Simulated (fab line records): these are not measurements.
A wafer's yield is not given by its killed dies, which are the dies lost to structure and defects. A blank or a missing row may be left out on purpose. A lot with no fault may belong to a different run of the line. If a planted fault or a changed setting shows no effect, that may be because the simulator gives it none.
Struck lot and sound lot, side by side	flow nand-harc	15 out of 1159 route steps
Sound: the wafers L336.2, L336.5, L336.6. Struck: wafer L351.5. (L351.2, L351.6 of the same lot were not struck and are left out.) The cause comes at the end.
Order at every step that has rows: each side's tool, ch and its chambers, its first start. Under that, the readings that differ: sound wafers	struck wafers	difference of the means	sigmas: that difference in standard deviations of wafers without a fault.
alike: same words and numbers on both sides, and readings whose means sit less than 2 such deviations apart. not compared: any withheld reading, any reading some wafer has no value for, any bound like >300 that may hide the same value, and any number with overlapping values for which the record gives no deviation.
A row with sigmas, a row that says differs or no value, or rows on one side alone: a step with any of these is where the two part. Numbers that don't overlap but have no deviation are shown without sigmas and don't part them. Lack of a reading on every wafer of one side parts them only where that side has two or more wafers.

first, 8 steps without rows for these wafers: NHARC_P_M1_HMDS_02 (time 30 s); NHARC_P_M1_COAT_34 (time 65 s); NHARC_P_M1_COAT_03 (resist thk 90 nm); NHARC_P_M1_SOFTBAKE_04 (time 55 s); NHARC_P_M1_EBR_05; NHARC_P_M1_EXPOSE_06 (exposes mask P M1, target cd 130 nm); NHARC_P_M1_PEB_07 (peb time 65 s); NHARC_P_M1_DEVELOP_08 (develop time 35 s).
NHARC_P_M1_CD_MEAS_09: the cd target is 130 nm.
  sound on cd-sem-01 ch 0, day 6 16:08; struck on cd-sem-02 ch 0, day 10 06:55
  alike: cd-nm
NHARC_P_M1_OVL_MEAS_10: pitch 260 nm.
  sound: overlay-02 at day 6 16:14; struck: overlay-02 at day 10 06:59
  alike: overlay-x-nm, overlay-y-nm
NHARC_P_M1_INSPECT_11:
  sound: defect-inspect-01 at day 6 16:16; struck: defect-inspect-01 at day 10 07:02
  alike: raw-defect-count
NHARC_P_M1_DESCUM_14: chemistry O2, time 3 s.
  sound on rie-diel-04 ch 2,3, day 6 16:20; struck on rie-diel-04 ch 1, day 10 07:06
reading	sound	struck	difference	sigmas
oes-product-au (a.u.)	0.995 1.008 0.997	1.023	+0.023	+3
  alike: chamber-pressure-mTorr, drypump-motor-current-A, rf-vpp-V, showerhead-plenum-p-Torr, throttle-valve-pct
  not compared: rf-hours-counter-h
NHARC_P_M1_ETCH_35: etches the open film in N2/H2, target depth 40 nm, overetch 12 nm, time 43.94 s.
  sound on rie-diel-04 ch 0,1,2, day 6 16:25; struck on rie-diel-04 ch 0, day 10 07:11
reading	sound	struck	difference	sigmas
run-length-s (s)	64.9 64.6 65.6	49.9	-15.1	-38
  alike: chamber-pressure-mTorr, drypump-motor-current-A, oes-product-au, rf-vpp-V, showerhead-plenum-p-Torr, throttle-valve-pct
  not compared: rf-hours-counter-h
NHARC_P_M1_ETCH_15: etches the open film in C4F8/Ar, target depth 182.5 nm, time 91.2 s.
  sound: rie-diel-04 ch 0,1,2; struck: rie-diel-04 ch 1
  alike: chamber-pressure-mTorr, oes-product-au, rf-vpp-V, run-length-s
  not compared: rf-hours-counter-h
-- the record jumps here: 15 days lie between the struck wafers' starts before and after (it left off in module P_M1 and takes up again in module END, whose first step shown is number 1159 of the route) --
NHARC_END_SORT_01:
  the record has rows for the struck wafers here (prober-01 ch 0, day 24 21:19) and none for the sound ones

WHERE THEY PART
Earliest at NHARC_P_M1_DESCUM_14; latest, in this record, at NHARC_END_SORT_01.

WHY: whatever the simulator had introduced
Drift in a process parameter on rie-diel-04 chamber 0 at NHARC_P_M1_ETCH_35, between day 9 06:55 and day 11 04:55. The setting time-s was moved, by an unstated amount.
